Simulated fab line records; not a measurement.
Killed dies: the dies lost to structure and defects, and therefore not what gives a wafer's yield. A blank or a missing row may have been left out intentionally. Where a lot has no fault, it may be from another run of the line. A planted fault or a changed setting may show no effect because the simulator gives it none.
What tool caused it? -- flow n5_finfet -- Sampling: 9 lots, 26 wafers, 2 of 1938 route steps

## WHAT THE GAUGES SHOWED, per wafer
N5_BEOL_M4_RC_MEAS_101. Usual: DIBL_N 36.2 mV/V, standard deviation 1.6; DIBL_P 36.5 mV/V, standard deviation 1.9; IOFF_N 0.158 nA/um, standard deviation 0.027; IOFF_P 0.21 nA/um, standard deviation 0.038; ION_N 675 uA/um, standard deviation 12; ION_P 464 uA/um, standard deviation 8.9; SS_N 71.5 mV/dec, standard deviation 0.61; SS_P 73.4 mV/dec, standard deviation 0.59; VT_N 250.4 mV, standard deviation 3; VT_P -250 mV, standard deviation 3.6.
lot,measured,on,DIBL_N (mV/V),DIBL_P (mV/V),IOFF_N (nA/um),IOFF_P (nA/um),ION_N (uA/um),ION_P (uA/um),SS_N (mV/dec),SS_P (mV/dec),VT_N (mV),VT_P (mV),flag
L663,day 7 23:20,prober-02,34.3 36.1 36.9,35.5 38.0 38.7,0.138 0.161 0.184,0.19 0.24 0.25,668 682 688,457 466 465,70.9 71.5 72.0,72.3 72.9 73.2,252.3 252.3 249.9,-251 -251 -246,
L665,day 8 02:20,prober-01,35.1 34.4 34.1,35.1 34.7 33.3,0.140 0.130 0.114,0.18 0.18 0.16,670 663 656,458 461 449,71.4 70.9 71.2,73.4 73.1 72.0,250.7 255.0 254.7,-254 -254 -255,
L668,day 9 00:47,prober-02,37.8 37.4 35.7,36.5 37.5 34.7,0.156 0.165 0.122,0.20 0.21 0.17,672 676 653,455 462 452,70.3 71.3 70.5,73.7 73.5 72.9,252.7 248.5 254.3,-250 -248 -253,
L669,day 9 10:29,prober-01,37.8 38.4 39.3,37.8 38.4 39.3,0.168 0.180 0.192,0.21 0.22 0.24,684 689 680,461 461 463,72.0 71.5 71.3,73.6 74.4 74.3,253.7 249.0 251.1,-250 -250 -253,
L671,day 9 20:32,prober-01,37.5 39.8 36.0,36.6 38.7 34.4,0.156 0.211 0.128,0.18 0.21 0.16,666 682 651,452 453 437,71.0 72.3 71.1,73.1 73.9 73.0,250.0 246.5 256.1,-257 -255 -259,
L672,day 10 02:59,prober-02,37.6 35.8 35.6,38.5 37.4 37.4,0.184 0.158 0.165,0.24 0.22 0.22,698 686 696,475 467 477,72.1 71.1 71.1,73.9 73.5 73.4,245.7 250.7 247.4,-249 -249 -248,
L673,day 10 01:27,prober-01,35.0 35.1 34.2,35.7 35.6 33.3,0.139 0.144 0.128,0.19 0.20 0.17,672 683 671,468 468 462,71.4 71.3 70.5,73.3 72.9 73.1,252.1 252.2 254.2,-252 -251 -252,
L677,day 11 15:43,prober-01,38.4 38.5,39.7 40.3,0.198 0.212,0.31 0.31,686 684,474 476,71.0 72.4,74.5 73.7,244.2 245.3,-240 -244,
L685,day 14 08:34,prober-02,35.0 34.2 32.9,34.8 34.5 33.3,0.149 0.141 0.116,0.22 0.22 0.19,664 686 666,463 482 469,71.1 70.4 71.3,72.8 73.0 73.1,250.4 249.9 252.7,-248 -248 -251,

## TOOL THAT RAN EACH LOT (tool first, then ch and the chambers of the sampled wafers, then the start)
lot,N5_BEOL_M0_SAQP_CUT_ETCH_46
L663,"rie_diel-06 ch 2,3, day 5 19:28"
L665,"rie_diel-06 ch 1,2,3, day 6 05:22"
L668,"rie_diel-06 ch 0,2, day 6 22:52"
L669,"rie_diel-06 ch 0,1, day 7 06:58"
L671,"rie_diel-06 ch 1,2,3, day 7 19:23"
L672,"rie_diel-01 ch 1,2,3, day 7 20:41"
L673,"rie_diel-06 ch 0,2,3, day 8 00:22"
L677,"rie_diel-06 ch 1,3, day 9 05:03"
L685,"rie_diel-03 ch 1,2, day 11 07:04"
- N5_BEOL_M0_SAQP_CUT_ETCH_46: etches SOC in N2/H2, target depth 135 nm, overetch 27 nm, time 202.5 s.

## AS READ BY THE TOOLS THEMSELVES (means over the sampled wafers that have a number; for cases with no such wafer, the mark the record gives instead)
N5_BEOL_M0_SAQP_CUT_ETCH_46. Usual: drypump_motor_current_A 5.7 A, standard deviation 0.55; rf_fwd_power_W 837.5 W, standard deviation 2.4; rf_vpp_V 524.1 V, standard deviation 2.5; showerhead_plenum_p_Torr 2.54 Torr, standard deviation 0.081; throttle_valve_pct 17.77 %, standard deviation 0.22.
lot,tool,drypump_motor_current_A (A),rf_fwd_power_W (W),rf_vpp_V (V),showerhead_plenum_p_Torr (Torr),throttle_valve_pct (%),flag
L663,rie_diel-06,5.5,838.8,526.7,2.61,17.52,
L665,rie_diel-06,5.2,839.0,524.7,2.56,17.55,
L668,rie_diel-06,5.4,838.2,521.6,2.47,17.55,
L669,rie_diel-06,5.8,838.3,521.9,2.45,17.83,
L671,rie_diel-06,5.3,837.8,524.3,2.55,17.56,
L672,rie_diel-01,5.6,839.9,523.4,2.54,17.86,
L673,rie_diel-06,5.6,836.7,524.0,2.52,17.64,
L677,rie_diel-06,5.4,842.0,524.6,2.58,17.68,
L685,rie_diel-03,6.3,837.6,523.3,2.52,17.56,

## THE ANSWER, worked out from the rows above alone
Rule: a lot is off if the mean of its wafers that have a number lies more than 3 standard deviations from the usual mean. Also off: a lot with no number at a reading for which 4 or more lots have one. Where the step has rows for the other lots, those lots are counted as sound. First the gauges in route order, then the tools' own readings, where a lot's mean is used as printed above. The first step at which some lot is off is used, and at that step the reading that is off furthest; a lot without a number counts as furthest.
Across all readings shown, no lot is off: no conclusion can be drawn from this.

## WHAT HAD BEEN PUT IN BY THE SIMULATOR
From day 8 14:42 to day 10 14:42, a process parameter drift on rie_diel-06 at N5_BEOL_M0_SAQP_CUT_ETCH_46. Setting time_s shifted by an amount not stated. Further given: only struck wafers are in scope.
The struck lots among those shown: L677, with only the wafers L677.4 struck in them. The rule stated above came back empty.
